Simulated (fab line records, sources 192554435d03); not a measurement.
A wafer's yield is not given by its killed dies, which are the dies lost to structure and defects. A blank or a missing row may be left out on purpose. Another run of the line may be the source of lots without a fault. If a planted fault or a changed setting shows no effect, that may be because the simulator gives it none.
A lot that was struck, set against a sound lot	flow n5-finfet	16 out of 1938 route steps
Sound: these wafers, L851.3, L851.4, L851.6. Struck: wafers L844.1, L844.4. (L844.5 of the same lot was not struck and is left out.) The cause comes at the end.
Order at every step that has rows: each side's tool, ch and its chambers, its first start. Under that, the readings that differ: sound wafers	struck wafers	difference of the means	sigmas: that difference in standard deviations of wafers without a fault.
alike: same words and numbers on both sides, and readings whose means sit less than 2 such deviations apart. not compared: any withheld reading, any reading some wafer has no value for, any bound like >300 that may hide the same value, and any number with overlapping values for which the record gives no deviation.
Wherever a step has rows on one side only, a row that says differs or no value, or a row with sigmas, the two part there. Numbers that have no deviation but don't overlap get no sigmas and don't part them. Lack of a reading on every wafer of one side parts them only where that side has two or more wafers.

first, 7 steps without rows for these wafers: N5_BEOL_M1_COAT_76 (time 60 s, resist thk 5 nm); N5_BEOL_M1_COAT_22 (resist thk 30 nm); N5_BEOL_M1_EBR_24; N5_BEOL_M1_SOFTBAKE_23 (time 60 s); N5_BEOL_M1_EXPOSE_25 (exposes mask V0, defocus 5 nm, target cd 24 nm); N5_BEOL_M1_PEB_26 (peb time 60 s); N5_BEOL_M1_DEVELOP_27 (develop time 30 s).
N5_BEOL_M1_CD_MEAS_28: target cd y 23.3 nm.
  sound on cd-sem-03 ch 0, day 9 18:31; struck on cd-sem-01 ch 0, day 7 20:49
  alike: cd-nm
N5_BEOL_M1_OVL_MEAS_29:
  sound on overlay-02 ch 0, day 9 18:34; struck on overlay-01 ch 0, day 7 20:51
reading	sound	struck	difference	sigmas
V0_OVL (nm)	-0.3 0.6 0.6	-1.3 -1.8	-1.9	-3
N5_BEOL_M1_INSPECT_30: inspects for defects (brightfield).
  sound on defect-inspect-01 at day 9 18:36; struck on defect-inspect-02 at day 7 20:55
  alike: raw-defect-count
N5_BEOL_M1_DESCUM_33: chemistry O2, time 7 s.
  sound on rie-diel-06 ch 1,2,3, day 9 18:38; struck on rie-diel-04 ch 1,3, day 7 20:57
  alike: bias-power-w, drypump-motor-current-A, oes-product-au, rf-vpp-V, showerhead-plenum-p-Torr, throttle-valve-pct
  not compared: rf-hours-counter-h
N5_BEOL_M1_ETCH_77: etches underlayer in N2/H2, target depth 6.5 nm, time 5.2 s.
  sound on rie-diel-06 ch 1,2,3, day 9 18:40; struck on rie-diel-04 ch 1,3, day 7 20:59
  alike: bias-w, drypump-motor-current-A, etch-rf-on-time-s, n2-flow-sccm, oes-product-au, rf-vpp-V, showerhead-plenum-p-Torr, throttle-valve-pct
  not compared: rf-hours-counter-h
N5_BEOL_M1_ETCH_69: etches SiARC in CF4, target depth 15.6 nm, time 26 s.
  sound on rie-diel-06 ch 1,2,3, day 9 18:41; struck on rie-diel-04 ch 1,3, day 7 21:00
reading	sound	struck	difference	sigmas
etch-rf-on-time-s (s)	25.8 25.3 25.4	34.2 32.4	+7.8	+9
oes-product-au (a.u.)	0.70 0.75 0.63	0.52 0.55	-0.16	-2
  alike: bias-w, drypump-motor-current-A, rf-vpp-V, showerhead-plenum-p-Torr, throttle-valve-pct
  not compared: rf-hours-counter-h
N5_BEOL_M1_ALD_98: deposits SiO2, target thk 2.5 nm, pulse time 1 s, co reactant pulse time 1 s.
  sound on ald-sin-03 ch 0,3, day 9 18:46; struck on ald-sin-03 ch 1,2, day 7 21:05
  alike: heater-power-w, precursor-pulse-height-rel
N5_BEOL_M4_RC_MEAS_101:
  sound on prober-01 ch 0, day 12 17:08; struck on prober-01 ch 0, day 9 17:16
reading	sound	struck	difference	sigmas
VT_P (mV)	-251 -246 -249	-260 -257	-10	-3
  alike: DIBL_N, DIBL_P, IOFF_N, IOFF_P, ION_N, ION_P, SS_N, SS_P, VT_N
-- record jumps: 5 days separate the struck wafers' starts on either side; left off in module BEOL_M4, taken up again in module PASSIVATION, whose first shown step is the route's number 1936 --
N5_PASSIVATION_PROBE_49:
  sound on prober-01 at day 17 02:55; struck on prober-01 at day 14 08:20
  alike: defect-limited-yield, killed_at_M0_to_M3, killed_at_M4_up, killed-at-contacts, killed-at-front-end, killed-at-other, killed-dies, killed-open, killed-short, sort_bin_5_function, sort_bin_6_memory, sort-n-pass, sort-yield-pct

== WHERE THEY PART ==
At N5_BEOL_M1_OVL_MEAS_29 first; at N5_BEOL_M4_RC_MEAS_101 last (within this record only). Later steps at which nothing parts them and some readings are alike: N5_PASSIVATION_PROBE_49.

WHY: what had been put in by the simulator
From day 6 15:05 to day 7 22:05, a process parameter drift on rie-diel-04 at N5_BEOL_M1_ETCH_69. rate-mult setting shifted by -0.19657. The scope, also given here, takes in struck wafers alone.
